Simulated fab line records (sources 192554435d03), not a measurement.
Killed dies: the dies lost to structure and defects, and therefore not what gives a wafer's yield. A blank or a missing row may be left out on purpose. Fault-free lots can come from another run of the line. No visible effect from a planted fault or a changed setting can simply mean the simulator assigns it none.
Chamber matching / flow n5Finfet / N5_MOL_CONTACT_COAG_DESCUM_13 on rieDiel-01 has 4 sister chambers
The step chemistry O2, time 7 s. 18 wafers are shown with their chamber, then 9 later ones without.

WAFERS PAIRED WITH THEIR CHAMBERS
wafer=L078.2; chamber=2; throttleValvePct (%)=20.56; oesProductAu (a.u.)=0.76; showerheadPlenumPTorr (Torr)=2.19
wafer=L078.4; chamber=2; throttleValvePct (%)=20.57; oesProductAu (a.u.)=0.76; showerheadPlenumPTorr (Torr)=2.19
wafer=L078.6; chamber=0; throttleValvePct (%)=20.57; oesProductAu (a.u.)=0.70; showerheadPlenumPTorr (Torr)=1.96
wafer=L079.4; chamber=1; throttleValvePct (%)=20.94; oesProductAu (a.u.)=0.71; showerheadPlenumPTorr (Torr)=2.09
wafer=L079.5; chamber=2; throttleValvePct (%)=20.59; oesProductAu (a.u.)=0.76; showerheadPlenumPTorr (Torr)=2.18
wafer=L079.6; chamber=0; throttleValvePct (%)=20.57; oesProductAu (a.u.)=0.70; showerheadPlenumPTorr (Torr)=1.96
wafer=L080.2; chamber=2; throttleValvePct (%)=20.58; oesProductAu (a.u.)=0.75; showerheadPlenumPTorr (Torr)=2.18
wafer=L080.5; chamber=3; throttleValvePct (%)=20.31; oesProductAu (a.u.)=0.98; showerheadPlenumPTorr (Torr)=2.14
wafer=L080.6; chamber=0; throttleValvePct (%)=20.60; oesProductAu (a.u.)=0.70; showerheadPlenumPTorr (Torr)=1.96
wafer=L081.2; chamber=1; throttleValvePct (%)=20.93; oesProductAu (a.u.)=0.71; showerheadPlenumPTorr (Torr)=2.09
wafer=L081.3; chamber=3; throttleValvePct (%)=20.31; oesProductAu (a.u.)=0.96; showerheadPlenumPTorr (Torr)=2.13
wafer=L081.5; chamber=3; throttleValvePct (%)=20.33; oesProductAu (a.u.)=0.95; showerheadPlenumPTorr (Torr)=2.14
wafer=L082.2; chamber=3; throttleValvePct (%)=20.32; oesProductAu (a.u.)=0.96; showerheadPlenumPTorr (Torr)=2.13
wafer=L082.4; chamber=2; throttleValvePct (%)=20.57; oesProductAu (a.u.)=0.74; showerheadPlenumPTorr (Torr)=2.18
wafer=L082.5; chamber=3; throttleValvePct (%)=20.33; oesProductAu (a.u.)=0.95; showerheadPlenumPTorr (Torr)=2.13
wafer=L091.1; chamber=0; throttleValvePct (%)=20.24; oesProductAu (a.u.)=0.95; showerheadPlenumPTorr (Torr)=2.21
wafer=L091.3; chamber=3; throttleValvePct (%)=20.36; oesProductAu (a.u.)=0.91; showerheadPlenumPTorr (Torr)=2.13
wafer=L091.4; chamber=2; throttleValvePct (%)=20.61; oesProductAu (a.u.)=0.75; showerheadPlenumPTorr (Torr)=2.18

SIGNATURES, as means of the wafers listed above
reading=throttleValvePct; chamber 0=20.4950; chamber 1=20.9350; chamber 2=20.5800; chamber 3=20.3267; scatter within a chamber=0.0805
reading=oesProductAu; chamber 0=0.7625; chamber 1=0.7100; chamber 2=0.7533; chamber 3=0.9517; scatter within a chamber=0.0597
reading=showerheadPlenumPTorr; chamber 0=2.0225; chamber 1=2.0900; chamber 2=2.1833; chamber 3=2.1333; scatter within a chamber=0.058
Rule: for each reading, subtract the chamber's mean from the wafer's reading, divide by that reading's scatter and square the result; add these up over the readings and take the root, which gives the wafer's distance from the chamber. If the next closest chamber is less than 2 further off than the closest, the wafer can't be placed; otherwise it belongs to the closest. How the scatter is found: for the shown wafers, subtract from each reading the mean of its chamber, square and add these, divide the total by (wafers less chambers), then take the root.

WAFERS WITHOUT THEIR CHAMBER
wafer=L094.2; throttleValvePct (%)=20.28; oesProductAu (a.u.)=0.94; showerheadPlenumPTorr (Torr)=2.21
wafer=L094.3; throttleValvePct (%)=20.37; oesProductAu (a.u.)=0.89; showerheadPlenumPTorr (Torr)=2.13
wafer=L094.6; throttleValvePct (%)=20.61; oesProductAu (a.u.)=0.74; showerheadPlenumPTorr (Torr)=2.18
wafer=L095.1; throttleValvePct (%)=20.35; oesProductAu (a.u.)=0.89; showerheadPlenumPTorr (Torr)=2.13
wafer=L095.2; throttleValvePct (%)=20.26; oesProductAu (a.u.)=0.93; showerheadPlenumPTorr (Torr)=2.21
wafer=L095.5; throttleValvePct (%)=20.62; oesProductAu (a.u.)=0.73; showerheadPlenumPTorr (Torr)=2.18
wafer=L096.1; throttleValvePct (%)=20.98; oesProductAu (a.u.)=0.68; showerheadPlenumPTorr (Torr)=2.08
wafer=L096.3; throttleValvePct (%)=20.26; oesProductAu (a.u.)=0.93; showerheadPlenumPTorr (Torr)=2.21
wafer=L096.4; throttleValvePct (%)=20.62; oesProductAu (a.u.)=0.74; showerheadPlenumPTorr (Torr)=2.17

CHAMBER TAKEN BY EACH
wafer=L094.2; from the rows above=3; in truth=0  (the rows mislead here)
wafer=L094.3; from the rows above=3; in truth=3
wafer=L094.6; from the rows above=2; in truth=2
wafer=L095.1; from the rows above=3; in truth=3
wafer=L095.2; from the rows above=3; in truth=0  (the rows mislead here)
wafer=L095.5; from the rows above=2; in truth=2
wafer=L096.1; from the rows above=1; in truth=1
wafer=L096.3; from the rows above=3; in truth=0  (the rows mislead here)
wafer=L096.4; from the rows above=2; in truth=2
Placed correctly: 6 of 9. Can't be placed from these rows: 0. Placed wrongly: 3.
